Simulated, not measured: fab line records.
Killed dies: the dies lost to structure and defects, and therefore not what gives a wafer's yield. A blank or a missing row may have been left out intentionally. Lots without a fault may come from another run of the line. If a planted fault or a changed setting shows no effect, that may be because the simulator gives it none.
A lot that was struck, set against a sound lot -- flow nand-harc -- 13 steps out of a route of 1302
Sound: the wafers L556.1, L556.2, L556.5. Wafers struck: L570.1, L570.2, L570.3. The cause is named last.
Per side, at each step with rows, come the tool, then ch with its chambers, and then its first start. Under that, the readings that differ: sound wafers -- struck wafers -- difference of the means -- sigmas: that difference in standard deviations of wafers without a fault.
alike: readings whose means differ by less than 2 such deviations, and words and numbers that are the same on both sides. not compared: withheld readings, readings that some wafer has no value for, bounds like >300 that may hide the same value, and numbers for which the record gives no deviation and whose values overlap.
A row with sigmas, a row that says differs or no value, or rows on one side alone: a step with any of these is where the two part. Non-overlapping numbers with no deviation appear without sigmas and do not part them. Lack of a reading on every wafer of one side parts them only where that side has two or more wafers.

NHARC_A_CHANNEL_FILL_D2_CMP_10: polishes, target thk 150 nm.
  sound on cmp-03 ch 0,3, day 15 21:37; struck on cmp-03 ch 1,2,3, day 22 01:25
  alike: edge-zone-pressure-frac, motor-current-A, retaining-ring-pressure-frac, time-to-endpoint-s
next, for these wafers, 1 step has no rows: NHARC_A_CHANNEL_FILL_D2_SRD_12.
NHARC_A_CHANNEL_FILL_D2_RTA_24: time 5 s.
  sound on rtp-anneal-02 ch 0, day 15 22:02; struck on rtp-anneal-02 ch 0, day 22 01:50
  alike: lamp-power-pct, lamp_zone_2_pct, wafer_temp_C_max
NHARC_A_CHANNEL_FILL_D2_INSPECT_13:
  sound on defect-inspect-01, day 15 22:14; struck on defect-inspect-02, day 22 02:01
  alike: raw-defect-count
NHARC_A_STAIRCASE_DEP_156: deposits SiNx, target thk 50 nm.
  sound on pecvd-02 ch 0,1,2, day 15 22:20; struck on pecvd-01 ch 0,1,2, day 22 02:05
  alike: heater-power-w
then, 5 steps without rows for these wafers: NHARC_A_STAIRCASE_DEHYDRATE_158 (time 120 s); NHARC_A_STAIRCASE_HMDS_159 (time 30 s); NHARC_A_STAIRCASE_COAT_160; NHARC_A_STAIRCASE_SOFTBAKE_161 (time 170 s); NHARC_A_STAIRCASE_EBR_162.
NHARC_A_STAIRCASE_EXPOSE_163: exposes mask STAIR OPEN.
  sound on krf-scanner-03 ch 0, day 15 22:54; struck on krf-scanner-03 ch 0, day 22 02:42
reading,sound,struck,difference,sigmas
exposure-dose-mJ-cm2,20.032 20.009 20.021,21.780 21.820 21.811,+1.783,+94
  alike: mask
then, 1 step without rows for these wafers: NHARC_A_STAIRCASE_PEB_164 (peb time 130 s).
-- record jumps: 9 days between struck wafers' starts before vs after; left off in module A_STAIRCASE, resumes in module END, first step shown is number 1302 of the route --
NHARC_END_SORT_01:
  sound on prober-01 ch 0, day 24 17:40; struck on prober-02 ch 0, day 30 23:43
reading,sound,struck,difference,sigmas
killed-at-other,4 2 2,0 0 0,-3,-2
  alike: killed-at-array, killed-at-periphery, killed-dies, killed-open, killed-short

## WHERE THEY PART
First at NHARC_A_STAIRCASE_EXPOSE_163; last, within this record, at NHARC_END_SORT_01.

WHY: whatever the simulator had introduced
Process parameters drifting: krf-scanner-03 at NHARC_A_STAIRCASE_EXPOSE_163, beginning at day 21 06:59. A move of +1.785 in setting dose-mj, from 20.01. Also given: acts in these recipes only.
